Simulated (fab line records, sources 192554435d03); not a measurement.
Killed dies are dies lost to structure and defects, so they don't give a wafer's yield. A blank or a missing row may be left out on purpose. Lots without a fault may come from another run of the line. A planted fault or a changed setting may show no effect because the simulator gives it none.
Which tool did it? | flow n5_finfet | 20 lots, 60 wafers sampled, at 2 steps of a route of 1938

WHAT THE GAUGES READ, wafer by wafer
N5_BEOL_M10_INSPECT_58: inspects for defects (darkfield). Usual: raw_defect_count 73, standard deviation 20.
lot  | measured     | on                | raw_defect_count | flag
L074 | day 10 03:56 | defect_inspect-02 | 75 60 72         |
L076 | day 10 15:37 | defect_inspect-01 | 57 44 82         |
L077 | day 10 19:02 | defect_inspect-01 | 65 71 89         |
L079 | day 11 04:56 | defect_inspect-01 | 84 115 106       |
L080 | day 11 12:28 | defect_inspect-02 | 68 52 66         |
L081 | day 11 14:05 | defect_inspect-01 | 94 135 74        |
L082 | day 11 15:31 | defect_inspect-01 | 103 82 45        |
L083 | day 11 16:43 | defect_inspect-01 | 119 97 88        |
L084 | day 12 14:49 | defect_inspect-02 | 85 53 67         |
L086 | day 13 04:29 | defect_inspect-01 | 98 51 66         |
L087 | day 13 04:32 | defect_inspect-01 | 75 58 53         |
L085 | day 13 05:07 | defect_inspect-01 | 62 65 101        |
L088 | day 13 06:08 | defect_inspect-02 | 57 76 73         |
L089 | day 13 12:11 | defect_inspect-02 | 100 74 52        |
L091 | day 14 01:08 | defect_inspect-02 | 51 84 81         |
L092 | day 14 11:44 | defect_inspect-02 | 63 91 60         |
L094 | day 15 04:02 | defect_inspect-02 | 70 59 44         |
L096 | day 15 13:42 | defect_inspect-01 | 40 38 52         |
L095 | day 15 17:28 | defect_inspect-01 | 80 94 68         |
L097 | day 15 18:32 | defect_inspect-02 | 62 76 79         |

WHICH TOOL RAN EACH LOT (tool, then ch and the chambers of the sampled wafers, then the start)
lot  | N5_BEOL_M10_TRENCH_ETCH_37
L074 | rie_diel-05 ch 1,2, day 10 03:56 or earlier
L076 | rie_diel-05 ch 0,1, day 10 15:37 or earlier
L077 | rie_diel-05 ch 1,2, day 10 19:02 or earlier
L079 | rie_diel-05 ch 0,2, day 11 04:56 or earlier
L080 | rie_diel-06 ch 1,2, day 11 12:28 or earlier
L081 | rie_diel-04 ch 0,2,3, day 11 14:05 or earlier
L082 | rie_diel-04 ch 0,1, day 11 15:31 or earlier
L083 | rie_diel-06 ch 0,1, day 11 16:43 or earlier
L084 | rie_diel-06 ch 0,1,2, day 12 14:49 or earlier
L086 | rie_diel-04 ch 1,2, day 13 04:29 or earlier
L087 | rie_diel-06 ch 0,1,3, day 13 04:32 or earlier
L085 | rie_diel-05 ch 0,2,3, day 13 05:07 or earlier
L088 | rie_diel-04 ch 1,2,3, day 13 06:08 or earlier
L089 | rie_diel-04 ch 1,3, day 13 12:11 or earlier
L091 | rie_diel-04 ch 0,3, day 14 01:08 or earlier
L092 | rie_diel-04 ch 0,2, day 14 11:44 or earlier
L094 | rie_diel-05 ch 0,1,2, day 15 04:02 or earlier
L096 | rie_diel-04 ch 0,1,3, day 15 13:42 or earlier
L095 | rie_diel-06 ch 1,2, day 15 17:28 or earlier
L097 | rie_diel-06 ch 0,2,3, day 15 18:32 or earlier
- N5_BEOL_M10_TRENCH_ETCH_37: etches SiCOH lowk in C4F6/O2, target depth 148.83 nm, time 48 s.

WHAT THE TOOLS THEMSELVES READ (means of the sampled wafers that have a number; where no wafer has one, the mark that the record gives instead)
N5_BEOL_M10_TRENCH_ETCH_37. Usual: bias_w 185.1 W, standard deviation 0.53; drypump_motor_current_A 5.5 A, standard deviation 0.48; oes_product_au 0.77 a.u., standard deviation 0.076; rf_vpp_V 659 V, standard deviation 9.8; showerhead_plenum_p_Torr 2.85 Torr, standard deviation 0.11; throttle_valve_pct 21.03 %, standard deviation 0.26.
lot  | tool        | bias_w (W) | drypump_motor_current_A (A) | oes_product_au (a.u.) | rf_vpp_V (V) | showerhead_plenum_p_Torr (Torr) | throttle_valve_pct (%) | flag
L074 | rie_diel-05 | 185.3      | 5.2                         | 0.86                  | 657          | 2.85                            | 20.79                  |
L076 | rie_diel-05 | 185.5      | 5.4                         | 0.82                  | 656          | 2.86                            | 21.05                  |
L077 | rie_diel-05 | 185.6      | 5.3                         | 0.84                  | 660          | 2.91                            | 20.70                  |
L079 | rie_diel-05 | 185.5      | 5.6                         | 0.81                  | 664          | 2.98                            | 20.85                  |
L080 | rie_diel-06 | 185.2      | 5.5                         | 0.71                  | 671          | 2.82                            | 21.27                  |
L081 | rie_diel-04 | 184.8      | 5.7                         | 0.74                  | 659          | 2.86                            | 21.16                  |
L082 | rie_diel-04 | 185.4      | 5.7                         | 0.68                  | 664          | 2.85                            | 20.92                  |
L083 | rie_diel-06 | 185.0      | 5.1                         | 0.73                  | 653          | 2.78                            | 21.18                  |
L084 | rie_diel-06 | 184.4      | 5.2                         | 0.71                  | 656          | 2.79                            | 21.20                  |
L086 | rie_diel-04 | 185.0      | 6.1                         | 0.77                  | 657          | 2.75                            | 21.09                  |
L087 | rie_diel-06 | 185.2      | 5.1                         | 0.78                  | 660          | 2.86                            | 21.18                  |
L085 | rie_diel-05 | 185.5      | 5.9                         | 0.83                  | 661          | 2.99                            | 20.89                  |
L088 | rie_diel-04 | 184.7      | 5.7                         | 0.75                  | 660          | 2.77                            | 21.07                  |
L089 | rie_diel-04 | 184.9      | 5.4                         | 0.72                  | 663          | 2.79                            | 21.05                  |
L091 | rie_diel-04 | 184.7      | 5.3                         | 0.81                  | 663          | 2.87                            | 21.05                  |
L092 | rie_diel-04 | 184.7      | 6.1                         | 0.86                  | 655          | 2.83                            | 21.11                  |
L094 | rie_diel-05 | 184.7      | 5.4                         | 0.77                  | 660          | 2.90                            | 21.00                  |
L096 | rie_diel-04 | 184.8      | 5.5                         | 0.78                  | 664          | 2.81                            | 20.91                  |
L095 | rie_diel-06 | 184.6      | 5.4                         | 0.69                  | 657          | 2.80                            | 21.23                  |
L097 | rie_diel-06 | 185.1      | 5.0                         | 0.75                  | 648          | 2.85                            | 21.12                  |

THE ANSWER, worked out from the rows above alone
Rule: a lot is off if the mean of its wafers that have a number lies more than 3 standard deviations from the usual mean. A lot without any number at a reading at which 4 lots or more have one is off too. The other lots that the step has rows for count as sound. The gauges are gone through in route order, then the tools' own readings, and for those a lot's mean is taken as printed above. The first step at which some lot is off is used, and at that step the reading that is off furthest; a lot without a number counts as furthest.
No lot is off at any reading shown: from this, nothing can be told.

WHAT THE SIMULATOR HAD PUT IN
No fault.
